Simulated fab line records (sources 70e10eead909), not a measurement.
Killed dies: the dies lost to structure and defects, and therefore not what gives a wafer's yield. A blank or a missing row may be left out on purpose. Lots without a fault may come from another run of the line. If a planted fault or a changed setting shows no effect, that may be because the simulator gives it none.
Which tool was responsible? | flow nandHarc | 6 lots, 18 wafers sampled, at 5 steps of a route of 1302

WHAT THE GAUGES SHOWED, per wafer
NHARC_END_SORT_01.
lot | measured | on | killedAtArray

TOOL THAT RAN EACH LOT (tool first, then ch and the chambers of the sampled wafers, then the start)
lot  | NHARC_A_WL_FILL_STRIP_27            | NHARC_A_WL_FILL_ALD_19             | NHARC_A_CONTACT_DEP_28       | NHARC_A_CONTACT_DEP_29
L572 | plasmaAsher-01 ch 0,1, day 20 23:11 | aldMetal-02 ch 1,3, day 21 15:17   | aclDep-03 ch 0, day 21 17:38 | pecvd-03 ch 0,2, day 21 21:13
L574 | plasmaAsher-01 ch 0,1, day 22 00:55 | aldMetal-01 ch 0,1,2, day 22 16:40 | aclDep-02 ch 0, day 22 20:23 | pecvd-03 ch 0,1,2, day 23 00:43
L575 | plasmaAsher-02 ch 0,1, day 22 20:19 | aldMetal-03 ch 0,3, day 23 10:52   | aclDep-01 ch 0, day 23 15:18 | pecvd-02 ch 0,2, day 23 18:11
L579 | plasmaAsher-01 ch 0,1, day 24 14:58 | aldMetal-02 ch 1,2,3, day 25 08:11 | aclDep-02 ch 0, day 25 10:32 | pecvd-01 ch 0,2, day 25 14:08
L583 | plasmaAsher-02 ch 0,1, day 26 09:30 | aldMetal-02 ch 0,1,2, day 27 03:40 | aclDep-02 ch 0, day 27 05:17 | pecvd-02 ch 1,2, day 27 09:37
L586 | plasmaAsher-02 ch 0,1, day 26 23:37 | aldMetal-03 ch 0,1,2, day 27 13:55 | aclDep-02 ch 0, day 27 16:16 | pecvd-02 ch 1,2, day 27 19:52
- NHARC_A_WL_FILL_STRIP_27: strips in N2/H2, time 20 s.
- NHARC_A_WL_FILL_ALD_19: deposits TiN, target thk 2 nm, pulse time 3 s, ald cycles 100.
- NHARC_A_CONTACT_DEP_28: deposits aC, target thk 7000 nm.
- NHARC_A_CONTACT_DEP_29: deposits SiON, target thk 100 nm.

THE ANSWER, worked out from the rows above alone
Rule: the usual values come from the lots themselves. The widest of any qualifying gaps counts: lots, ordered by their means at a reading, are off when they make up no more than a third of the lots, leave a main group of 4 or more, and stand apart from it by 3 or more times the standard deviation of that group's means. Not used: any main group whose means are identical at the precision the tables above print for the reading. Also off: a lot with no number at a reading for which 4 or more lots have one. The other lots that the step has rows for count as sound.
None of the lots is off at any reading shown; this tells nothing.

WHAT THE SIMULATOR HAD PUT IN
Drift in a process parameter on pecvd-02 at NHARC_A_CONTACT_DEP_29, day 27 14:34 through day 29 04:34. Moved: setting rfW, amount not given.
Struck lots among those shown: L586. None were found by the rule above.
